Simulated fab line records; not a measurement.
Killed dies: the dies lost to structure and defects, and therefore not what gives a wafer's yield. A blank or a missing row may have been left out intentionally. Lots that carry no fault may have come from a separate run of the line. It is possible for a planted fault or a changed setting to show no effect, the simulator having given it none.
Code-filled problem report in 8D (eight disciplines) form :: flow n5-finfet :: the parts of the form that need people (team, actions taken, sign-off) are left out

## 1. THE PROBLEM
IOFF_N_LIN at N5_BEOL_M4_RC_MEAS_101 reads a mean of 0.132 nA/um on 2 wafers of 2 lots; wafers without a fault read 0.072 nA/um with a standard deviation of 0.0099. Measured from the usual mean, that is +6.1 standard deviations.
Earliest sighting: wafer L933.6 on prober-02 at day 11 21:10. Wafers with a number at this step in the record: 24, from 9 lots. The rule behind "out" and "out of limits": a value lying over 4 standard deviations away from the usual mean. The rest of the wafers with a number are treated as sound.

## 2. WHAT IT IS; WHAT IT IS NOT
question: which readings at this step
is: IOFF_N_LIN, IOFF_N, IOFF_N_85C, IOFF_N_LONG, IOFF_P, IOFF_P_LIN
is not: -

question: which lots
is: L933, L934
is not: L920, L923, L927, L928, L929, L939, L941

question: which wafers of those lots
is: L933.6, L934.5
is not: L934.1, L934.3

question: read on which gauges
is: prober-01, prober-02
is not: -

question: when
is: from day 11 21:10
is not: up to then (14 sound wafers); but 8 sound wafers of L934, L939, L941 came after

## 3. THE SUSPECTS, EACH WITH WHAT RULES IT OUT
Counting: if a tool at a process step up to the reading ran every lot that is out, it stays a suspect. Sound lots after the first of them don't rule it out here, since some wafers of a struck lot are sound.
- the gauge at N5_BEOL_M4_RC_MEAS_101: ruled out. Those wafers that are out were read across 2 gauges (prober-01, prober-02).
- plasma-asher-02 at N5_STI_FIN_REVEAL_OXIDATION_31 (chemistry O2 PLASMA REMOTE, time 20 s): kept. It ran every lot that is out, first L933 (day 6 05:47); its last sound lot up to then is L928 (day 4 23:46).
- Within plasma-asher-02 at N5_STI_FIN_REVEAL_OXIDATION_31: the wafers that are out ran in chamber 0; their sound lot-mates ran in chamber 1.
Left after counting: plasma-asher-02 at N5_STI_FIN_REVEAL_OXIDATION_31.

## 4. THE CAUSE (what the simulator had put in)
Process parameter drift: plasma-asher-02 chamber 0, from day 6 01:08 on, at N5_STI_FIN_REVEAL_OXIDATION_31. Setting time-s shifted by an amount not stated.
After counting, this tool was the only one left.

## 5. SEQUENCE OF EFFECTS, ordered by route
Each row: a reading whose mean over the struck wafers that have a number lies more than 3 standard deviations from the usual. Scope: only readings with a usual standard deviation given in the record; hours: median across lots of the time from each lot's start at the first step in this table that gives one to its start at this step; sigmas: change in usual standard deviations.
hours: 0
step: N5_STI_FIN_REVEAL_CD_MEAS_22
reading: cd-nm
usual: 6.28 nm
on struck wafers: 7.20
change: +0.92
sigmas: +3.5

hours: 137
step: N5_BEOL_M4_RC_MEAS_101
reading: DIBL_N
usual: 35.7 mV/V
on struck wafers: 40.9
change: +5.2
sigmas: +3.5

hours: 137
step: N5_BEOL_M4_RC_MEAS_101
reading: DIBL_P
usual: 35.7 mV/V
on struck wafers: 42.2
change: +6.5
sigmas: +3.3

hours: 137
step: N5_BEOL_M4_RC_MEAS_101
reading: IOFF_N
usual: 0.155 nA/um
on struck wafers: 0.287
change: +0.132
sigmas: +5.1

hours: 137
step: N5_BEOL_M4_RC_MEAS_101
reading: IOFF_N_85C
usual: 3.0 nA/um
on struck wafers: 5.1
change: +2.1
sigmas: +4.9

hours: 137
step: N5_BEOL_M4_RC_MEAS_101
reading: IOFF_N_LIN
usual: 0.072 nA/um
on struck wafers: 0.132
change: +0.060
sigmas: +6.1

hours: 137
step: N5_BEOL_M4_RC_MEAS_101
reading: IOFF_N_LONG
usual: 5.53e-05 nA/um
on struck wafers: 6.68e-05
change: +1.15e-05
sigmas: +4.6

hours: 137
step: N5_BEOL_M4_RC_MEAS_101
reading: IOFF_P
usual: 0.20 nA/um
on struck wafers: 0.35
change: +0.15
sigmas: +4.8

hours: 137
step: N5_BEOL_M4_RC_MEAS_101
reading: IOFF_P_85C
usual: 3.5 nA/um
on struck wafers: 5.6
change: +2.1
sigmas: +4.7

hours: 137
step: N5_BEOL_M4_RC_MEAS_101
reading: IOFF_P_LIN
usual: 0.096 nA/um
on struck wafers: 0.168
change: +0.072
sigmas: +6.0

hours: 137
step: N5_BEOL_M4_RC_MEAS_101
reading: VT_N
usual: 250 mV
on struck wafers: 239
change: -11
sigmas: -3.7

hours: 137
step: N5_BEOL_M4_RC_MEAS_101
reading: VT_N_LONG
usual: 275.1 mV
on struck wafers: 265.4
change: -9.8
sigmas: -4.4

## 6. HOW IT WOULD HAVE BEEN CAUGHT EARLIER
In this record the first reading out of limits at a measuring or inspecting step was taken at day 11 21:10, 140 hours after the fault began at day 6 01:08.
Of the tool readings at N5_STI_FIN_REVEAL_OXIDATION_31 for which the record gives a usual standard deviation, none was out on any struck wafer, so an alarm limit of 4 standard deviations on them would not have fired.
All the lots that are out (2) had begun N5_STI_FIN_REVEAL_OXIDATION_31 on plasma-asher-02 by day 11 21:10. A hold on the tool at that time would have spared none of them.
